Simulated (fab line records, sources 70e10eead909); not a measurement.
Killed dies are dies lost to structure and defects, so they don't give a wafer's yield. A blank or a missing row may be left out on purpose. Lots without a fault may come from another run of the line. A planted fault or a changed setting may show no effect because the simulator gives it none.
Chamber matching | flow nand_harc | NHARC_P_M0_ETCH_34 on rie_diel-01: 4 sister chambers
The step etches the open film in N2/H2, target depth 40 nm, overetch 12 nm, time 43.94 s. 4 wafers are shown with their chamber, then 10 later ones without.

WAFERS WITH THEIR CHAMBER
wafer  | chamber | showerhead_plenum_p_Torr (Torr)
L084.1 | 0       | 1.89
L084.3 | 2       | 1.92
L085.3 | 1       | 2.09
L085.4 | 3       | 1.99

WAFERS WITHOUT THEIR CHAMBER
wafer  | showerhead_plenum_p_Torr (Torr)
L085.5 | 1.92
L091.1 | 1.88
L091.2 | 2.08
L091.3 | 1.98
L095.3 | 2.08
L095.4 | 1.91
L095.6 | 1.87
L097.1 | 2.08
L097.2 | 1.90
L097.5 | 2.08

WHICH CHAMBER EACH WENT THROUGH
wafer  | from the rows above     | in truth
L085.5 | 2                       | 2
L091.1 | 0                       | 0
L091.2 | 1                       | 1
L091.3 | 3                       | 3
L095.3 | 1                       | 1
L095.4 | can't be placed: 2 or 0 | 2
L095.6 | 0                       | 0
L097.1 | 1                       | 1
L097.2 | can't be placed: 0 or 2 | 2
L097.5 | 1                       | 1
Placed correctly: 8 of 10. Can't be placed from these rows: 2 (the true chamber is among the candidates in 2). Placed wrongly: 0.
How it was worked out, from the rows above alone: a wafer's distance from a chamber is the root of the sum, over the readings, of the square of ((its reading less the chamber's mean) divided by the reading's scatter). The wafer belongs to the nearest chamber; if the next one is less than 2 further off, it can't be placed. A chamber's mean is the mean of its shown wafers. The scatter: with one shown wafer a chamber, the root of the mean of the squares of how far each hidden wafer lies from its nearest shown one.
